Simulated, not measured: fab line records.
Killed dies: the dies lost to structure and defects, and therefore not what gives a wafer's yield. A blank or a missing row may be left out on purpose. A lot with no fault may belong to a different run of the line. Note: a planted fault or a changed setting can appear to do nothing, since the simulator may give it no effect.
One fault seen from 2 desks :: flow nand_harc :: each desk holds nothing but its own numbers, with what lay behind them at the end

THE DEFECT DESK
Per lot, the means of the sampled wafers with a number show what the inspections along the route counted. Any lot whose mean is over 4 standard deviations away from the usual mean is out of limits and marked OUT; that distance is given in the brackets.
Columns: A = raw_defect_count at NHARC_A_SIN_REMOVE_INSPECT_04, usual 301
lot: L242
first seen here: day 15 19:24
A: 306

lot: L243
first seen here: day 16 23:31
A: 497

lot: L252
first seen here: day 18 21:03
A: 305

lot: L256
first seen here: day 19 08:38
A: 397

lot: L257
first seen here: day 19 08:40
A: 282
Finding of this desk: none of the 5 lots has anything out of limits.

AT THE METROLOGY DESK
What the gauges read, lot by lot, whatever tool the lot ran on: means of the sampled wafers that have a number. Any lot whose mean is over 4 standard deviations away from the usual mean is out of limits and marked OUT; that distance is given in the brackets.
Columns: A = cd_nm at NHARC_A_SLIT_CD_MEAS_21, usual 289.5 nm
lot: L242
first seen here: day 15 11:47
A: 288.4

lot: L243
first seen here: day 16 15:50
A: 290.1

lot: L252
first seen here: day 18 13:21
A: 288.2

lot: L256
first seen here: day 19 00:58
A: 288.9

lot: L257
first seen here: day 19 01:32
A: 289.1
Finding of this desk: none of the 5 lots has anything out of limits.

ALL TOGETHER
Nothing the defect desk looked at was out of limits.
Metrology desk: nothing out of limits seen.

WHAT WAS PUT IN BY THE SIMULATOR
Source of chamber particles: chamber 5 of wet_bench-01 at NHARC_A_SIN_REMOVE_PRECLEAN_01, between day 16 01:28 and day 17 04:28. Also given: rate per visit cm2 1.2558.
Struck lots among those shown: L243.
